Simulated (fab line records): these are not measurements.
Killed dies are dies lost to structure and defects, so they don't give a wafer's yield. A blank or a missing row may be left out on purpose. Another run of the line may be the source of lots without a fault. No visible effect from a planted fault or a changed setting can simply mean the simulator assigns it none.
fab line records || flow nandHarc
record {"lots": 6, "wafers": 17, "lastDay": 24}
route steps=1159 shown A_ONON_D1@426 END@1159
lots untouched by any fault: they come from a run of this same line in which no faults occurred
startH: hours from the record's opening day to when the first of the lot's shown wafers began || waitH: hours since the lot's step before || " same as the row above || L1.1+2: a row that stands for several wafers || - either no value or no given start || * or withheld: withheld || < > ~ a bound
route shown NAME@n: names a module that has steps shown in the file, with the first one's number in the route || usual: the fault-free wafers' mean and standard deviation || same: alike in all rows || chamber/n: place in a boat || sites: each site's reading || _std_site: standard deviation of those values || _edge_site: mean of outer sites minus mean of inner sites || radiusMm: how far each site lies from the wafer's centre || mask NAME#n: copy n || behind: the most recent tool/chamber to have shaped the wafer || hold: reason for holding the lot/hours on hold/outcome of the hold || device: the transistor (n, p or np) that didn't switch || end of line: the tests these same wafers got at the end of their route || where a step has no rows: the recipe by itself || killed: not the wafer's yield, but the dies lost to structure and defects at the first sort || map: a wafer's dies, marking killed ones x, the rest . and places with no die _
set.NAME: setting as actually run; set.NAME@STEP: the setting as run at that earlier step || model.NAME: the simulator's own value behind a step, which no gauge read
a table for each step, a row for each wafer; lots at some steps of the route
services: from which hour (startH, from the record's first day; less than 0 if before it) a tool's chamber was out of use, for how many hours, and why
## steps
# step NHARC_A_ONON_D1_DEP_03
# recipe {"targetThkA": 10000, "n2FlowSccm": 2750, "n2oFlowSccm": 2000, "nh3FlowSccm": 500, "sih4FlowSccm": 210, "tempC": 400}
# step NHARC_A_ONON_D1_THK_MEAS_05
# recipe {"thkMeasGauge": "ellipsometry"}
# usual {"thkNm": "1003/10"}
{"lot.wafer": "L829.3", "tool": "filmMetro-02", "chamber": "-", "startH": 186.36, "waitH": "-", "thkNm": 1004}
{"lot.wafer": "L829.5", "tool": "filmMetro-02", "chamber": "-", "startH": 186.36, "waitH": "-", "thkNm": 1005}
{"lot.wafer": "L829.6", "tool": "filmMetro-02", "chamber": "-", "startH": 186.36, "waitH": "-", "thkNm": 1004}
{"lot.wafer": "L830.1", "tool": "filmMetro-02", "chamber": "-", "startH": 194.68, "waitH": "-", "thkNm": 994}
{"lot.wafer": "L830.2", "tool": "filmMetro-02", "chamber": "-", "startH": 194.68, "waitH": "-", "thkNm": 994}
{"lot.wafer": "L830.4", "tool": "filmMetro-02", "chamber": "-", "startH": 194.68, "waitH": "-", "thkNm": 991}
{"lot.wafer": "L838.4", "tool": "filmMetro-02", "chamber": "-", "startH": 252.80, "waitH": "-", "thkNm": 992}
{"lot.wafer": "L838.6", "tool": "filmMetro-02", "chamber": "-", "startH": 252.80, "waitH": "-", "thkNm": 990}
{"lot.wafer": "L839.2", "tool": "filmMetro-02", "chamber": "-", "startH": 259.64, "waitH": "-", "thkNm": 1008}
{"lot.wafer": "L839.3", "tool": "filmMetro-02", "chamber": "-", "startH": 259.64, "waitH": "-", "thkNm": 1009}
{"lot.wafer": "L839.6", "tool": "filmMetro-02", "chamber": "-", "startH": 259.64, "waitH": "-", "thkNm": 1006}
{"lot.wafer": "L844.1", "tool": "filmMetro-02", "chamber": "-", "startH": 286.79, "waitH": "-", "thkNm": 990}
{"lot.wafer": "L844.2", "tool": "filmMetro-02", "chamber": "-", "startH": 286.79, "waitH": "-", "thkNm": 992}
{"lot.wafer": "L844.4", "tool": "filmMetro-02", "chamber": "-", "startH": 286.79, "waitH": "-", "thkNm": 992}
{"lot.wafer": "L846.4", "tool": "filmMetro-02", "chamber": "-", "startH": 292.85, "waitH": "-", "thkNm": 983}
{"lot.wafer": "L846.5", "tool": "filmMetro-02", "chamber": "-", "startH": 292.85, "waitH": "-", "thkNm": 982}
{"lot.wafer": "L846.6", "tool": "filmMetro-02", "chamber": "-", "startH": 292.85, "waitH": "-", "thkNm": 983}
# step NHARC_A_ONON_D1_DEP_06
# recipe {"targetThkA": 10000, "n2FlowSccm": 2750, "n2oFlowSccm": 2000, "nh3FlowSccm": 500, "sih4FlowSccm": 210, "tempC": 400}
# step NHARC_A_ONON_D1_THK_MEAS_08
# recipe {"thkMeasGauge": "ellipsometry"}
# usual {"thkNm": "1003/12"}
{"lot.wafer": "L829.3", "tool": "filmMetro-02", "chamber": "-", "startH": 186.92, "waitH": "-", "thkNm": 1002}
{"lot.wafer": "L829.5", "tool": "filmMetro-02", "chamber": "-", "startH": 186.92, "waitH": "-", "thkNm": 999}
{"lot.wafer": "L829.6", "tool": "filmMetro-02", "chamber": "-", "startH": 186.92, "waitH": "-", "thkNm": 1001}
{"lot.wafer": "L830.1", "tool": "filmMetro-02", "chamber": "-", "startH": 195.54, "waitH": "-", "thkNm": 1015}
{"lot.wafer": "L830.2", "tool": "filmMetro-02", "chamber": "-", "startH": 195.54, "waitH": "-", "thkNm": 1014}
{"lot.wafer": "L830.4", "tool": "filmMetro-02", "chamber": "-", "startH": 195.54, "waitH": "-", "thkNm": 1014}
{"lot.wafer": "L838.4", "tool": "filmMetro-01", "chamber": "-", "startH": 253.37, "waitH": "-", "thkNm": 1005}
{"lot.wafer": "L838.6", "tool": "filmMetro-01", "chamber": "-", "startH": 253.37, "waitH": "-", "thkNm": 1006}
{"lot.wafer": "L839.2", "tool": "filmMetro-02", "chamber": "-", "startH": 260.23, "waitH": "-", "thkNm": 987}
{"lot.wafer": "L839.3", "tool": "filmMetro-02", "chamber": "-", "startH": 260.23, "waitH": "-", "thkNm": 987}
{"lot.wafer": "L839.6", "tool": "filmMetro-02", "chamber": "-", "startH": 260.23, "waitH": "-", "thkNm": 989}
{"lot.wafer": "L844.1", "tool": "filmMetro-01", "chamber": "-", "startH": 287.35, "waitH": "-", "thkNm": 1008}
{"lot.wafer": "L844.2", "tool": "filmMetro-01", "chamber": "-", "startH": 287.35, "waitH": "-", "thkNm": 1006}
{"lot.wafer": "L844.4", "tool": "filmMetro-01", "chamber": "-", "startH": 287.35, "waitH": "-", "thkNm": 1007}
{"lot.wafer": "L846.4", "tool": "filmMetro-01", "chamber": "-", "startH": 293.41, "waitH": "-", "thkNm": 1007}
{"lot.wafer": "L846.5", "tool": "filmMetro-01", "chamber": "-", "startH": 293.41, "waitH": "-", "thkNm": 1007}
{"lot.wafer": "L846.6", "tool": "filmMetro-01", "chamber": "-", "startH": 293.41, "waitH": "-", "thkNm": 1006}
# step NHARC_A_ONON_D1_DEP_09
# recipe {"targetThkA": 10000, "n2FlowSccm": 2750, "n2oFlowSccm": 2000, "nh3FlowSccm": 500, "sih4FlowSccm": 210, "tempC": 400}
# step NHARC_A_ONON_D1_THK_MEAS_11
# recipe {"thkMeasGauge": "ellipsometry"}
# usual {"thkNm": "999/12"}
{"lot.wafer": "L829.3", "tool": "filmMetro-01", "chamber": "-", "startH": 187.48, "waitH": "-", "thkNm": 1008}
{"lot.wafer": "L829.5", "tool": "filmMetro-01", "chamber": "-", "startH": 187.48, "waitH": "-", "thkNm": 1009}
{"lot.wafer": "L829.6", "tool": "filmMetro-01", "chamber": "-", "startH": 187.48, "waitH": "-", "thkNm": 1007}
{"lot.wafer": "L830.1", "tool": "filmMetro-01", "chamber": "-", "startH": 196.25, "waitH": "-", "thkNm": 1001}
{"lot.wafer": "L830.2", "tool": "filmMetro-01", "chamber": "-", "startH": 196.25, "waitH": "-", "thkNm": 1000}
{"lot.wafer": "L830.4", "tool": "filmMetro-01", "chamber": "-", "startH": 196.25, "waitH": "-", "thkNm": 1000}
{"lot.wafer": "L838.4", "tool": "filmMetro-02", "chamber": "-", "startH": 253.94, "waitH": "-", "thkNm": 1003}
{"lot.wafer": "L838.6", "tool": "filmMetro-02", "chamber": "-", "startH": 253.94, "waitH": "-", "thkNm": 1004}
{"lot.wafer": "L839.2", "tool": "filmMetro-02", "chamber": "-", "startH": 260.82, "waitH": "-", "thkNm": 997}
{"lot.wafer": "L839.3", "tool": "filmMetro-02", "chamber": "-", "startH": 260.82, "waitH": "-", "thkNm": 997}
{"lot.wafer": "L839.6", "tool": "filmMetro-02", "chamber": "-", "startH": 260.82, "waitH": "-", "thkNm": 999}
{"lot.wafer": "L844.1", "tool": "filmMetro-01", "chamber": "-", "startH": 287.92, "waitH": "-", "thkNm": 982}
{"lot.wafer": "L844.2", "tool": "filmMetro-01", "chamber": "-", "startH": 287.92, "waitH": "-", "thkNm": 982}
{"lot.wafer": "L844.4", "tool": "filmMetro-01", "chamber": "-", "startH": 287.92, "waitH": "-", "thkNm": 982}
{"lot.wafer": "L846.4", "tool": "filmMetro-02", "chamber": "-", "startH": 293.98, "waitH": "-", "thkNm": 1000}
{"lot.wafer": "L846.5", "tool": "filmMetro-02", "chamber": "-", "startH": 293.98, "waitH": "-", "thkNm": 1001}
{"lot.wafer": "L846.6", "tool": "filmMetro-02", "chamber": "-", "startH": 293.98, "waitH": "-", "thkNm": 997}
# step NHARC_A_ONON_D1_DEP_12
# recipe {"targetThkA": 10000, "n2FlowSccm": 2750, "n2oFlowSccm": 2000, "nh3FlowSccm": 500, "sih4FlowSccm": 210, "tempC": 400}
# step NHARC_A_ONON_D1_THK_MEAS_14
# recipe {"thkMeasGauge": "ellipsometry"}
# usual {"thkNm": "1001/9.8"}
{"lot.wafer": "L829.3", "tool": "filmMetro-01", "chamber": "-", "startH": 188.06, "waitH": "-", "thkNm": 990}
{"lot.wafer": "L829.5", "tool": "filmMetro-01", "chamber": "-", "startH": 188.06, "waitH": "-", "thkNm": 988}
{"lot.wafer": "L829.6", "tool": "filmMetro-01", "chamber": "-", "startH": 188.06, "waitH": "-", "thkNm": 989}
{"lot.wafer": "L830.1", "tool": "filmMetro-01", "chamber": "-", "startH": 196.94, "waitH": "-", "thkNm": 995}
{"lot.wafer": "L830.2", "tool": "filmMetro-01", "chamber": "-", "startH": 196.94, "waitH": "-", "thkNm": 997}
{"lot.wafer": "L830.4", "tool": "filmMetro-01", "chamber": "-", "startH": 196.94, "waitH": "-", "thkNm": 994}
{"lot.wafer": "L838.4", "tool": "filmMetro-01", "chamber": "-", "startH": 254.50, "waitH": "-", "thkNm": 1012}
{"lot.wafer": "L838.6", "tool": "filmMetro-01", "chamber": "-", "startH": 254.50, "waitH": "-", "thkNm": 1013}
{"lot.wafer": "L839.2", "tool": "filmMetro-01", "chamber": "-", "startH": 261.38, "waitH": "-", "thkNm": 1010}
{"lot.wafer": "L839.3", "tool": "filmMetro-01", "chamber": "-", "startH": 261.38, "waitH": "-", "thkNm": 1008}
{"lot.wafer": "L839.6", "tool": "filmMetro-01", "chamber": "-", "startH": 261.38, "waitH": "-", "thkNm": 1010}
{"lot.wafer": "L844.1", "tool": "filmMetro-02", "chamber": "-", "startH": 288.48, "waitH": "-", "thkNm": 995}
{"lot.wafer": "L844.2", "tool": "filmMetro-02", "chamber": "-", "startH": 288.48, "waitH": "-", "thkNm": 995}
{"lot.wafer": "L844.4", "tool": "filmMetro-02", "chamber": "-", "startH": 288.48, "waitH": "-", "thkNm": 993}
{"lot.wafer": "L846.4", "tool": "filmMetro-02", "chamber": "-", "startH": 294.55, "waitH": "-", "thkNm": 988}
{"lot.wafer": "L846.5", "tool": "filmMetro-02", "chamber": "-", "startH": 294.55, "waitH": "-", "thkNm": 988}
{"lot.wafer": "L846.6", "tool": "filmMetro-02", "chamber": "-", "startH": 294.55, "waitH": "-", "thkNm": 990}
# step NHARC_A_ONON_D1_ANNEAL_15
# recipe {"tempC": 750, "timeS": 3600}
# step NHARC_A_ONON_D1_DEP_16
# recipe {"targetThkA": 10000, "n2FlowSccm": 2750, "n2oFlowSccm": 2000, "nh3FlowSccm": 500, "sih4FlowSccm": 210, "tempC": 400}
# step NHARC_A_ONON_D1_THK_MEAS_18
# recipe {"thkMeasGauge": "ellipsometry"}
# usual {"thkNm": "1001/11"}
{"lot.wafer": "L829.3", "tool": "filmMetro-01", "chamber": "-", "startH": 195.20, "waitH": "-", "thkNm": 993}
{"lot.wafer": "L829.5", "tool": "filmMetro-01", "chamber": "-", "startH": 195.20, "waitH": "-", "thkNm": 993}
{"lot.wafer": "L829.6", "tool": "filmMetro-01", "chamber": "-", "startH": 195.20, "waitH": "-", "thkNm": 994}
{"lot.wafer": "L830.1", "tool": "filmMetro-01", "chamber": "-", "startH": 204.04, "waitH": "-", "thkNm": 1005}
{"lot.wafer": "L830.2", "tool": "filmMetro-01", "chamber": "-", "startH": 204.04, "waitH": "-", "thkNm": 1005}
{"lot.wafer": "L830.4", "tool": "filmMetro-01", "chamber": "-", "startH": 204.04, "waitH": "-", "thkNm": 1004}
{"lot.wafer": "L838.4", "tool": "filmMetro-01", "chamber": "-", "startH": 261.69, "waitH": "-", "thkNm": 1007}
{"lot.wafer": "L838.6", "tool": "filmMetro-01", "chamber": "-", "startH": 261.69, "waitH": "-", "thkNm": 1006}
{"lot.wafer": "L839.2", "tool": "filmMetro-01", "chamber": "-", "startH": 272.51, "waitH": "-", "thkNm": 1003}
{"lot.wafer": "L839.3", "tool": "filmMetro-01", "chamber": "-", "startH": 272.51, "waitH": "-", "thkNm": 1003}
{"lot.wafer": "L839.6", "tool": "filmMetro-01", "chamber": "-", "startH": 272.51, "waitH": "-", "thkNm": 1003}
{"lot.wafer": "L844.1", "tool": "filmMetro-01", "chamber": "-", "startH": 295.63, "waitH": "-", "thkNm": 993}
{"lot.wafer": "L844.2", "tool": "filmMetro-01", "chamber": "-", "startH": 295.63, "waitH": "-", "thkNm": 991}
{"lot.wafer": "L844.4", "tool": "filmMetro-01", "chamber": "-", "startH": 295.63, "waitH": "-", "thkNm": 992}
{"lot.wafer": "L846.4", "tool": "filmMetro-02", "chamber": "-", "startH": 301.67, "waitH": "-", "thkNm": 1009}
{"lot.wafer": "L846.5", "tool": "filmMetro-02", "chamber": "-", "startH": 301.67, "waitH": "-", "thkNm": 1008}
{"lot.wafer": "L846.6", "tool": "filmMetro-02", "chamber": "-", "startH": 301.67, "waitH": "-", "thkNm": 1009}
# step NHARC_A_ONON_D1_DEP_19
# recipe {"targetThkA": 10000, "n2FlowSccm": 2750, "n2oFlowSccm": 2000, "nh3FlowSccm": 500, "sih4FlowSccm": 210, "tempC": 400}
{"lot.wafer": "L829.3+5+6", "tool": "pecvdOnon-02", "chamber": 0, "startH": 195.50, "waitH": 0.3}
{"lot.wafer": "L830.1+2+4", "tool": "pecvdOnon-03", "chamber": 0, "startH": 204.09, "waitH": 0.1}
{"lot.wafer": "L838.4+6", "tool": "pecvdOnon-03", "chamber": 0, "startH": 261.92, "waitH": 0.2}
{"lot.wafer": "L839.2+3+6", "tool": "pecvdOnon-03", "chamber": 0, "startH": 272.63, "waitH": 0.1}
{"lot.wafer": "L844.1+2+4", "tool": "pecvdOnon-01", "chamber": 0, "startH": 295.68, "waitH": 0.1}
{"lot.wafer": "L846.4+5+6", "tool": "pecvdOnon-01", "chamber": 0, "startH": 301.90, "waitH": 0.2}
# step NHARC_A_ONON_D1_THK_MEAS_21
# recipe {"thkMeasGauge": "ellipsometry"}
# usual {"thkNm": "1000/11"}
{"lot.wafer": "L829.3", "tool": "filmMetro-01", "chamber": "-", "startH": 195.89, "waitH": "-", "thkNm": 1002}
{"lot.wafer": "L829.5", "tool": "filmMetro-01", "chamber": "-", "startH": 195.89, "waitH": "-", "thkNm": 1003}
{"lot.wafer": "L829.6", "tool": "filmMetro-01", "chamber": "-", "startH": 195.89, "waitH": "-", "thkNm": 1002}
{"lot.wafer": "L830.1", "tool": "filmMetro-02", "chamber": "-", "startH": 204.60, "waitH": "-", "thkNm": 1006}
{"lot.wafer": "L830.2", "tool": "filmMetro-02", "chamber": "-", "startH": 204.60, "waitH": "-", "thkNm": 1007}
{"lot.wafer": "L830.4", "tool": "filmMetro-02", "chamber": "-", "startH": 204.60, "waitH": "-", "thkNm": 1008}
{"lot.wafer": "L838.4", "tool": "filmMetro-01", "chamber": "-", "startH": 262.26, "waitH": "-", "thkNm": 1000}
{"lot.wafer": "L838.6", "tool": "filmMetro-01", "chamber": "-", "startH": 262.26, "waitH": "-", "thkNm": 512}
{"lot.wafer": "L839.2", "tool": "filmMetro-02", "chamber": "-", "startH": 273.08, "waitH": "-", "thkNm": 999}
{"lot.wafer": "L839.3", "tool": "filmMetro-02", "chamber": "-", "startH": 273.08, "waitH": "-", "thkNm": 1001}
{"lot.wafer": "L839.6", "tool": "filmMetro-02", "chamber": "-", "startH": 273.08, "waitH": "-", "thkNm": 510}
{"lot.wafer": "L844.1", "tool": "filmMetro-02", "chamber": "-", "startH": 296.19, "waitH": "-", "thkNm": 1014}
{"lot.wafer": "L844.2", "tool": "filmMetro-02", "chamber": "-", "startH": 296.19, "waitH": "-", "thkNm": 1013}
{"lot.wafer": "L844.4", "tool": "filmMetro-02", "chamber": "-", "startH": 296.19, "waitH": "-", "thkNm": 1013}
{"lot.wafer": "L846.4", "tool": "filmMetro-02", "chamber": "-", "startH": 302.24, "waitH": "-", "thkNm": 998}
{"lot.wafer": "L846.5", "tool": "filmMetro-02", "chamber": "-", "startH": 302.24, "waitH": "-", "thkNm": 1000}
{"lot.wafer": "L846.6", "tool": "filmMetro-02", "chamber": "-", "startH": 302.24, "waitH": "-", "thkNm": 999}
# step NHARC_A_ONON_D1_DEP_22
# recipe {"targetThkA": 10000, "n2FlowSccm": 2750, "n2oFlowSccm": 2000, "nh3FlowSccm": 500, "sih4FlowSccm": 210, "tempC": 400}
# step NHARC_END_SORT_01
# recipe {"tempC": 25}
# usual {"killedAtArray": "26/10", "killedAtOther": "0.5/0.87", "killedAtPeriphery": "3.0/2.5", "killedDies": "29/11", "killedOpen": "3.3/1.9", "killedShort": "1.8/1.5"}
# same {"grossDies": 677}
{"lot.wafer": "L829.3", "tool": "prober-01", "chamber": 0, "startH": 469.73, "waitH": 3.1, "killedAtArray": 31, "killedAtOther": 0, "killedAtPeriphery": 2, "killedDies": 33, "killedOpen": 3, "killedShort": 2}
{"lot.wafer": "L829.5", "tool": "prober-01", "chamber": 0, "startH": 471.31, "waitH": 3.7, "killedAtArray": 21, "killedAtOther": 0, "killedAtPeriphery": 4, "killedDies": 25, "killedOpen": 0, "killedShort": 1}
{"lot.wafer": "L829.6", "tool": "prober-01", "chamber": 0, "startH": 472.10, "waitH": 3.9, "killedAtArray": 28, "killedAtOther": 0, "killedAtPeriphery": 0, "killedDies": 28, "killedOpen": 4, "killedShort": 0}
{"lot.wafer": "L838.6", "tool": "prober-01", "chamber": 0, "startH": 538.30, "waitH": 4.1, "killedAtArray": 676, "killedAtOther": 0, "killedAtPeriphery": 1, "killedDies": 677, "killedOpen": 2, "killedShort": 0}
{"lot.wafer": "L839.6", "tool": "prober-01", "chamber": 0, "startH": 554.11, "waitH": 4.0, "killedAtArray": 677, "killedAtOther": 0, "killedAtPeriphery": 0, "killedDies": 677, "killedOpen": 4, "killedShort": 4}
# killed by level:class
L829.3 A_SLIT:chamberFilmFlake=13 A_CHANNEL_FILL_D1:chamberFilmFlake=7 A_CHANNEL_HOLE_D1:chamberFilmFlake=4 A_SGD_CUT:chamberFilmFlake=2 A_ONON_D1:geometricParticle:short=1 A_ONON_D1:geometricParticle:open=1 A_CHANNEL_HOLE_D1:geometricParticle:open=1 A_WL_FILL:geometricParticle:short=1
L829.5 A_SLIT:chamberFilmFlake=12 P_STI:chamberFilmFlake=4 A_CHANNEL_FILL_D1:chamberFilmFlake=3 A_CHANNEL_HOLE_D1:chamberFilmFlake=2 A_STAIRCASE:chamberFilmFlake=2 A_ONON_D1:geometricParticle:short=1 A_SGD_CUT:chamberFilmFlake=1
L829.6 A_SLIT:chamberFilmFlake=16 A_CHANNEL_FILL_D1:chamberFilmFlake=4 A_CHANNEL_HOLE_D1:geometricParticle:open=2 A_CHANNEL_HOLE_D1:chamberFilmFlake=2 A_CHANNEL_FILL_D1:geometricParticle:open=1 A_CONTACT:geometricParticle:open=1 A_STAIRCASE:chamberFilmFlake=1 A_CONTACT:chamberFilmFlake=1
L838.6 A_ONON_D1:areaDep=651 A_SLIT:chamberFilmFlake=14 A_CHANNEL_HOLE_D1:chamberFilmFlake=5 A_STAIRCASE:chamberFilmFlake=4 A_CHANNEL_FILL_D1:geometricParticle:open=1 A_M1:geometricParticle:open=1 P_M0:chamberFilmFlake=1
L839.6 A_ONON_D1:areaDep=638 A_CHANNEL_HOLE_D1:chamberFilmFlake=24 A_STAIRCASE:chamberFilmFlake=5 A_CONTACT:geometricParticle:short=2 A_CONTACT:geometricParticle:open=2 A_CHANNEL_FILL_D1:geometricParticle:open=1 A_SGD_CUT:geometricParticle:open=1 A_WL_FILL:geometricParticle:short=1
# map L838.6 (x killed, . not)
____________x____________
_________xxxxxxx_________
_______xxxxxxxxxxx_______
______xxxxxxxxxxxxx______
_____xxxxxxxxxxxxxxx_____
____xxxxxxxxxxxxxxxxx____
____xxxxxxxxxxxxxxxxx____
___xxxxxxxxxxxxxxxxxxx___
___xxxxxxxxxxxxxxxxxxx___
__xxxxxxxxxxxxxxxxxxxxx__
__xxxxxxxxxxxxxxxxxxxxx__
_xxxxxxxxxxxxxxxxxxxxxxx_
_xxxxxxxxxxxxxxxxxxxxxxx_
_xxxxxxxxxxxxxxxxxxxxxxx_
_xxxxxxxxxxxxxxxxxxxxxxx_
_xxxxxxxxxxxxxxxxxxxxxxx_
xxxxxxxxxxxxxxxxxxxxxxxxx
xxxxxxxxxxxxxxxxxxxxxxxxx
xxxxxxxxxxxxxxxxxxxxxxxxx
xxxxxxxxxxxxxxxxxxxxxxxxx
xxxxxxxxxxxxxxxxxxxxxxxxx
_xxxxxxxxxxxxxxxxxxxxxxx_
_xxxxxxxxxxxxxxxxxxxxxxx_
_xxxxxxxxxxxxxxxxxxxxxxx_
_xxxxxxxxxxxxxxxxxxxxxxx_
_xxxxxxxxxxxxxxxxxxxxxxx_
__xxxxxxxxxxxxxxxxxxxxx__
__xxxxxxxxxxxxxxxxxxxxx__
___xxxxxxxxxxxxxxxxxxx___
___xxxxxxxxxxxxxxxxxxx___
____xxxxxxxxxxxxxxxxx____
____xxxxxxxxxxxxxxxxx____
_____xxxxxxxxxxxxxxx_____
______xxxxxxxxxxxxx______
_______xxxxxxxxxxx_______
_________xxxxxxx_________
____________x____________
# map L839.6 (x killed, . not)
____________x____________
_________xxxxxxx_________
_______xxxxxxxxxxx_______
______xxxxxxxxxxxxx______
_____xxxxxxxxxxxxxxx_____
____xxxxxxxxxxxxxxxxx____
____xxxxxxxxxxxxxxxxx____
___xxxxxxxxxxxxxxxxxxx___
___xxxxxxxxxxxxxxxxxxx___
__xxxxxxxxxxxxxxxxxxxxx__
__xxxxxxxxxxxxxxxxxxxxx__
_xxxxxxxxxxxxxxxxxxxxxxx_
_xxxxxxxxxxxxxxxxxxxxxxx_
_xxxxxxxxxxxxxxxxxxxxxxx_
_xxxxxxxxxxxxxxxxxxxxxxx_
_xxxxxxxxxxxxxxxxxxxxxxx_
xxxxxxxxxxxxxxxxxxxxxxxxx
xxxxxxxxxxxxxxxxxxxxxxxxx
xxxxxxxxxxxxxxxxxxxxxxxxx
xxxxxxxxxxxxxxxxxxxxxxxxx
xxxxxxxxxxxxxxxxxxxxxxxxx
_xxxxxxxxxxxxxxxxxxxxxxx_
_xxxxxxxxxxxxxxxxxxxxxxx_
_xxxxxxxxxxxxxxxxxxxxxxx_
_xxxxxxxxxxxxxxxxxxxxxxx_
_xxxxxxxxxxxxxxxxxxxxxxx_
__xxxxxxxxxxxxxxxxxxxxx__
__xxxxxxxxxxxxxxxxxxxxx__
___xxxxxxxxxxxxxxxxxxx___
___xxxxxxxxxxxxxxxxxxx___
____xxxxxxxxxxxxxxxxx____
____xxxxxxxxxxxxxxxxx____
_____xxxxxxxxxxxxxxx_____
______xxxxxxxxxxxxx______
_______xxxxxxxxxxx_______
_________xxxxxxx_________
____________x____________
## services
{"tool": "pecvdOnon-01", "chamber": "-", "startH": 195.05, "hours": 13.0, "kind": "pm"}
{"tool": "pecvdOnon-01", "chamber": "-", "startH": 247.07, "hours": 1.1, "kind": "repair"}
{"tool": "pecvdOnon-02", "chamber": "-", "startH": 292.23, "hours": 13.0, "kind": "pm"}
## key
firstSign {"step": "NHARC_A_ONON_D1_THK_MEAS_21", "reading": "thkNm", "direction": "down", "sigmas": 44, "usual": 1000, "struck": 511}
effect {"step": "NHARC_END_SORT_01", "reading": "killedAtArray", "direction": "up", "sigmas": 65, "usual": 26, "struck": 676}
moreKillsBornAt {"NHARC_A_ONON_D1_DEP_19@pecvdOnon-03": 1289}
metAt NHARC_A_ONON_D1_DEP_19
struckWafers L838.6,L839.6
laterRowsLeftOut L838.6,L839.6
testerLeftOut L838,L839
onsetBetween 204.09 261.92
fault {"kind": "processParameterDrift", "tool": "pecvdOnon-03", "chamber": "-", "onsetH": 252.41, "steps": "NHARC_A_ONON_D1_DEP_19", "channel": "targetThkA", "offset": "*", "shape": "step", "endH": 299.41, "scope": "struckWafersOnly", "actsIn": "*", "stated": "*"}
# testerLeftOut: of these lots the tester's yield and bins aren't shown, on N5 and GAA mostly nor the transistor test; their killed dies are dies lost to structure and defects alone, not to doping, threshold or leakage, so they don't give the yield
# laterRowsLeftOut: the simulator's readings of these wafers behind a module that went badly wrong aren't trusted and aren't shown, but for the sort
